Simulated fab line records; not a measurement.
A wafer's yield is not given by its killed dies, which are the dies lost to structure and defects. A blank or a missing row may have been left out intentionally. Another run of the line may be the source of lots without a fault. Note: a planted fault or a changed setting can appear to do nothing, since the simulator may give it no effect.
fab line records	flow n5_finfet
record lots=4	wafers=12	last_day=17
route steps=1938 shown BEOL_M0_SAQP@686 BEOL_M0_CUTY@701 BEOL_M0@715 BEOL_M4@1111
lots with no fault: from the same line, run without faults
start_h: the number of hours between the record's first day and the start of the first shown wafer of the lot	wait_h: hours since the lot's step before	" same as the row above	L1.1+2: a single row standing in for several wafers	- value missing, or start not given	* or withheld: withheld	< > ~ a bound
route shown NAME@n: NAME is a module with steps in the file, n the number in the route of the first one	usual: average and standard deviation across the fault-free wafers	same: alike in all rows	chamber/n: place in a boat	sites: each site's reading	_std_site: standard deviation across them	_edge_site: mean of outer sites minus mean of inner sites	radius_mm: how far each site lies from the wafer's centre	mask NAME#n: copy n	behind: the last tool/chamber to shape the wafer	hold: reason for holding the lot/hours on hold/outcome of the hold	device: whichever transistor did not switch (one of n, p or np)	end of line: the route-end tests of the same wafers	a step given without rows: its recipe and nothing more	killed: count of dies lost to structure and defects at first sort (not the wafer's yield)	map: dies across one wafer; x = killed, . = not, _ = none there
set.NAME: setting as actually run; set.NAME@STEP: the setting as run at that earlier step	model.NAME: the simulator's own value behind a step, which no gauge read
lots seen at some steps along the route; tables by step, rows by wafer
services: when a tool's chamber went out of use (start_h, in hours from the record's first day, below 0 if earlier), for how many hours, and the reason
## steps
# step N5_BEOL_M0_SAQP_EXPOSE_37
# recipe mask_id=M0_CUT1	na=0.33	source_shape=annular	sigma_inner=0.35	sigma_outer=0.8	polarization=unpolarized	target_cd_nm=30	dose_mj=44.75
# step N5_BEOL_M0_SAQP_PEB_38
# recipe peb_temp_c=100	peb_time_s=60	resist=CAR-EUV
# step N5_BEOL_M0_SAQP_DEVELOP_39
# recipe develop_time_s=30	developer=TMAH	resist=CAR-EUV	rinse_liquid=surfactant_rinse	dry=air_spin	dev_temp_c=23
# step N5_BEOL_M0_SAQP_DESCUM_45
# recipe chemistry=O2	time_s=7	source_power_w=50	bias_power_w=20	pressure_mtorr=20	rf_frequency_hz=2.712e+07	temp_c=40	resist=CAR-EUV	o2_flow_sccm=225
# step N5_BEOL_M0_SAQP_ETCH_88
# recipe chemistry=N2/H2	target=underlayer	target_depth_a=65	time_s=5.2	ion_energy_ev=200	mask_material=CAR-EUV	pressure_mtorr=30	source_w=840	bias_w=150	n2_flow_sccm=200	h2_flow_sccm=200	ends=cleared
# step N5_BEOL_M0_SAQP_ETCH_73
# recipe chemistry=CF4	target=SiARC	target_depth_a=195	mask_material=CAR-EUV	time_s=32.5	ion_energy_ev=80	pressure_mtorr=40	source_w=545	bias_w=36	Ar_flow_sccm=100	cf4_flow_sccm=100	ends=cleared
# step N5_BEOL_M0_SAQP_CUT_ETCH_46
# recipe chemistry=N2/H2	target=SOC	target_depth_a=1350	overetch_a=270	temp_c=40	time_s=202.5	ion_energy_ev=200	mask_material=SiARC	pressure_mtorr=30	source_w=840	bias_w=150	n2_flow_sccm=200	h2_flow_sccm=200
# step N5_BEOL_M0_SAQP_STRIP_74
# recipe chemistry=N2/H2	temp_c=40	n2_flow_sccm=200	h2_flow_sccm=200	rf_frequency_hz=6e+07
# step N5_BEOL_M0_SAQP_STRIP_89
# recipe chemistry=N2/H2	temp_c=40	n2_flow_sccm=200	h2_flow_sccm=200	rf_frequency_hz=6e+07
# step N5_BEOL_M0_SAQP_ALD_48
# recipe material=SiO2	target_thk_a=200	temp_c=100	ald_precursor_family=BDEAS	ald_co_reactant=O2-plasma	pulse_time_s=1	co_reactant_pulse_time_s=1	purge_time_s=2	co_reactant_purge_time_s=2	ald_cycles=139	pressure_torr=2
# usual ald_cycles=139/0	heater_power_outer_w=39/3.8	heater_power_w=76/6.6	precursor_pulse_height_rel=1.000/0.019
# same purge_time_s=2
lot.wafer	tool	chamber	start_h	wait_h	ald_cycles	heater_power_outer_w	heater_power_w	precursor_pulse_height_rel	model.SiO2_of_BEOL_M0_SAQP_ALD_48.thk_nm
L655.2	ald_sin-03	0	144.63	0.1	139	41	79	0.982	20.2
L655.4	"	1	"	"	139	39	79	1.007	20.2
L655.6	"	3	"	"	139	37	75	1.001	20
L660.2	ald_sin-03	2	177.98	0.0	84	39	73	1.014	12.2
L660.4	"	3	"	"	84	38	77	1.005	12
L660.5	"	1	"	"	84	38	78	0.978	12.2
L661.3	ald_sin-03	3	187.28	0.0	139	39	76	0.979	20.2
L661.4	"	2	"	"	84	37	74	1.034	12.2
L661.6	"	3	"	"	139	38	76	1.005	20
L671.1	ald_sin-02	1	244.91	0.0	139	39	76	0.966	20
L671.2	"	2	"	"	139	38	83	1.012	20
L671.4	"	0	"	"	139	35	69	0.980	20
# step N5_BEOL_M0_SAQP_ETCH_49
# recipe chemistry=CF4/O2	target_depth_a=370	target=SiO2	pressure_mtorr=40	source_w=535	bias_w=49	Ar_flow_sccm=100	cf4_flow_sccm=100	O2_flow_sccm=10	ion_energy_ev=100
# step N5_BEOL_M0_SAQP_STRIP_75
# recipe chemistry=CF4	resist=SiARC	power_w=300	bias_power_w=75	pressure_mtorr=50	cf4_flow_sccm=150	rf_frequency_hz=6e+07
# step N5_BEOL_M0_CUTY_COAT_50
# recipe resist=SiARC	temp_c=220	time_s=60	spin_rpm=1500	resist_thk_nm=15
# step N5_BEOL_M0_CUTY_COAT_51
# recipe resist=CAR-ArF-block	spin_rpm=1500	resist_thk_nm=150
# step N5_BEOL_M0_CUTY_EBR_52
# recipe solvent=PGMEA	ebr_width_mm=1.5
# step N5_BEOL_M0_CUTY_SOFTBAKE_53
# recipe temp_c=110	time_s=60	resist=CAR-ArF-block
# step N5_BEOL_M0_CUTY_EXPOSE_54
# recipe mask_id=M0_ABLK	na=1.35	source_shape=conventional	sigma_outer=0.8	polarization=unpolarized	dose_mj=36
# step N5_BEOL_M0_CUTY_PEB_55
# recipe peb_temp_c=110	peb_time_s=60	resist=CAR-ArF-block
# step N5_BEOL_M0_CUTY_DEVELOP_56
# recipe develop_time_s=30	developer=TMAH	resist=CAR-ArF-block	rinse_liquid=diw	dry=air_spin	dev_temp_c=23
# step N5_BEOL_M0_CUTY_DESCUM_61
# recipe chemistry=O2	time_s=7.9	source_power_w=50	bias_power_w=20	pressure_mtorr=20	rf_frequency_hz=2.712e+07	temp_c=40	resist=CAR-ArF-block	o2_flow_sccm=225
# step N5_BEOL_M0_CUTY_ETCH_62
# recipe chemistry=CF4	target=SiARC	mask_material=CAR-ArF-block	time_s=58.5	ion_energy_ev=80	pressure_mtorr=40	source_w=545	bias_w=36	Ar_flow_sccm=100	cf4_flow_sccm=100	ends=cleared
# step N5_BEOL_M0_CUTY_ETCH_63
# recipe chemistry=N2/H2	target=SOC	target_depth_a=827	overetch_a=165	mask_material=SiARC	temp_c=40	ion_energy_ev=200	time_s=124	pressure_mtorr=30	source_w=840	bias_w=150	n2_flow_sccm=200	h2_flow_sccm=200
# step N5_BEOL_M0_CUTY_STRIP_64
# recipe chemistry=N2/H2	temp_c=40	n2_flow_sccm=200	h2_flow_sccm=200	rf_frequency_hz=6e+07
# step N5_BEOL_M0_ETCH_138
# recipe chemistry=CH3F/O2	target_depth_a=120	target=SiCN	time_s=31.6	ion_energy_ev=120	pressure_mtorr=30	source_w=395	bias_w=75	Ar_flow_sccm=150	CH3F_flow_sccm=30	O2_flow_sccm=20	ends=cleared
# step N5_BEOL_M0_HM_OPEN_105
# recipe chemistry=Cl2/BCl3	target_depth_a=120	target=TiN	ion_energy_ev=150	pressure_mtorr=10	icp_w=1000	bias_w=126	Cl2_flow_sccm=53.25	bcl3_flow_sccm=21.75	Ar_flow_sccm=25
# step N5_BEOL_M0_STRIP_140
# recipe chemistry=CF4	resist=SiARC	power_w=300	bias_power_w=75	pressure_mtorr=50	cf4_flow_sccm=150	rf_frequency_hz=6e+07
# usual drypump_motor_current_A=5.4/0.6	oes_product_au=0.75/0.085	rf_vpp_V=270.6/1.7	showerhead_plenum_p_Torr=1.77/0.057	throttle_valve_pct=13.56/0.26
lot.wafer	tool	chamber	start_h	wait_h	drypump_motor_current_A	oes_product_au	rf_hours_counter_h	rf_vpp_V	showerhead_plenum_p_Torr	throttle_valve_pct	model.SiO2_of_BEOL_M0_SAQP_ALD_48.thk_nm
L655.2	rie_diel-01	2	147.53	0.2	6.3	0.68	230	271.6	1.75	13.76	11.6
L655.4	"	1	"	"	4.7	0.73	-	272.7	1.85	13.68	11.8
L655.6	"	2	"	"	6.3	0.68	-	271.9	1.75	13.74	12
L660.2	rie_diel-01	0	179.67	0.1	4.9	0.94	10	271.6	1.78	13.38	6
L660.4	"	2	"	"	6.3	0.67	242	269.9	1.75	13.76	6.8
L660.5	"	0	"	"	4.9	0.93	-	271.0	1.78	13.38	7.2
L661.3	rie_diel-04	3	189.28	0.1	4.9	0.69	206	274.0	1.86	13.95	10.6
L661.4	"	2	"	"	5.3	0.71	-	271.3	1.72	13.47	6
L661.6	"	3	"	"	4.9	0.69	-	273.1	1.86	13.94	11.6
L671.1	rie_diel-05	3	247.05	0.4	4.9	0.70	210	270.2	1.68	13.65	10.4
L671.2	"	0	"	"	5.9	0.87	34	270.1	1.74	13.12	11
L671.4	"	1	"	"	6.4	0.73	194	270.9	1.72	13.72	11.8
# step N5_BEOL_M0_STRIP_104
# recipe chemistry=N2/H2	power_w=450	temp_c=40	pressure_mtorr=20	rf_frequency_hz=6e+07	overash_fraction=0.3	bias_power_w=7	h2_frac=0.5	n2_flow_sccm=200	h2_flow_sccm=200
# step N5_BEOL_M4_RC_MEAS_101
# usual DIBL_N=36.8/2.2	DIBL_P=37.1/2.8	IOFF_N=0.17/0.04	IOFF_P=0.22/0.049	ION_N=672/16	ION_P=460/9.2	SS_N=71.6/0.69	SS_P=73.5/0.78	VT_N=249/3.6	VT_P=-250/3.9
lot.wafer	tool	chamber	start_h	wait_h	DIBL_N[mV/V]	DIBL_P[mV/V]	IOFF_N[nA/um]	IOFF_P[nA/um]	ION_N[uA/um]	ION_P[uA/um]	SS_N[mV/dec]	SS_P[mV/dec]	VT_N[mV]	VT_P[mV]
L655.2	prober-02	0	187.06	0.2	37.5	36.6	0.19	0.20	673	445	71.3	73.9	246	-251
L655.4	"	0	"	"	35.5	34.7	0.14	0.16	675	451	71.3	73.3	251	-256
L655.6	"	0	"	"	34.3	34.1	0.14	0.16	685	458	71.0	72.9	249	-256
L660.2	prober-01	0	226.32	0.2	37.8	39.1	0.19	0.25	690	471	72.1	74.2	249	-250
L660.4	"	0	"	"	38.8	40.4	0.19	0.26	663	457	72.8	74.9	249	-249
L660.5	"	0	"	"	32.8	32.5	0.10	0.14	657	453	70.6	72.2	259	-257
L661.3	prober-02	0	235.72	0.3	38.3	39.0	0.21	0.25	701	472	72.8	73.5	246	-247
L661.4	"	0	"	"	35.1	34.1	0.13	0.17	660	452	70.9	72.4	252	-254
L661.6	"	0	"	"	36.6	37.5	0.19	0.21	703	470	71.9	73.9	247	-253
L671.1	prober-02	0	302.84	0.0	39.3	41.7	0.25	0.29	699	467	72.4	74.8	246	-249
L671.2	"	0	"	"	34.7	37.2	0.15	0.22	696	471	71.4	73.1	246	-250
L671.4	"	0	"	"	34.2	35.6	0.14	0.18	671	461	71.9	73.4	250	-253
## services
tool	chamber	start_h	hours	kind
rie_diel-05	2	120.99	4.6	repair
ald_sin-03	0	126.03	3.6	repair
rie_diel-01	0	141.86	-	clean
rie_diel-01	0	141.86	-	consumable_replace:focus_ring
rie_diel-01	0	141.86	13.6	scheduled_down
rie_diel-01	0	141.86	13.6	vent_cycle
ald_sin-02	1	152.20	10.6	repair
rie_diel-04	1	152.74	6.5	repair
rie_diel-04	1	165.36	-	clean
rie_diel-04	1	165.36	-	consumable_replace:focus_ring
rie_diel-04	1	165.36	-	consumable_replace:showerhead
ald_sin-03	1	186.99	105.9	repair
rie_diel-01	3	197.18	-	clean
rie_diel-01	3	197.18	-	consumable_replace:focus_ring
rie_diel-01	3	197.18	15.6	scheduled_down
rie_diel-01	3	197.18	15.6	vent_cycle
rie_diel-01	2	212.78	-	clean
rie_diel-01	2	212.78	-	consumable_replace:focus_ring
rie_diel-01	2	212.78	15.4	scheduled_down
rie_diel-01	2	212.78	15.4	vent_cycle
ald_sin-02	2	215.11	8.9	repair
ald_sin-03	-	224.98	0.7	repair
ald_sin-02	3	233.26	14.0	repair
rie_diel-04	-	240.99	2.6	repair
## key
first_sign step=N5_BEOL_M0_SAQP_ALD_48	reading=ald_cycles	direction=down	sigmas=99+	usual=*	struck=*
effect none on later readings
model_effect step=N5_BEOL_M0_SAQP_ALD_48	value=SiO2_of_BEOL_M0_SAQP_ALD_48.thk_nm	without=20	struck=12.15
model_effect step=N5_BEOL_M0_STRIP_140	value=SiO2_of_BEOL_M0_SAQP_ALD_48.thk_nm	without=10.95	struck=6.5
met_at N5_BEOL_M0_SAQP_ALD_48
struck_wafers L660.2,L660.4,L660.5,L661.4
baseline_loss step=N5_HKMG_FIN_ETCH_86	wafers=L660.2
onset_between 144.63 177.98
fault kind=process_parameter_drift	tool=ald_sin-03	chamber=-	onset_h=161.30	steps=N5_BEOL_M0_SAQP_ALD_48	channel=ald_cycles	offset=*	shape=step	end_h=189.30	scope=struck_wafers_only	acts_in=*	stated=*
# baseline_loss: these wafers lose ten dies or more at that step, a loss of the line's own and not of a fault; the sort's usual values leave them out
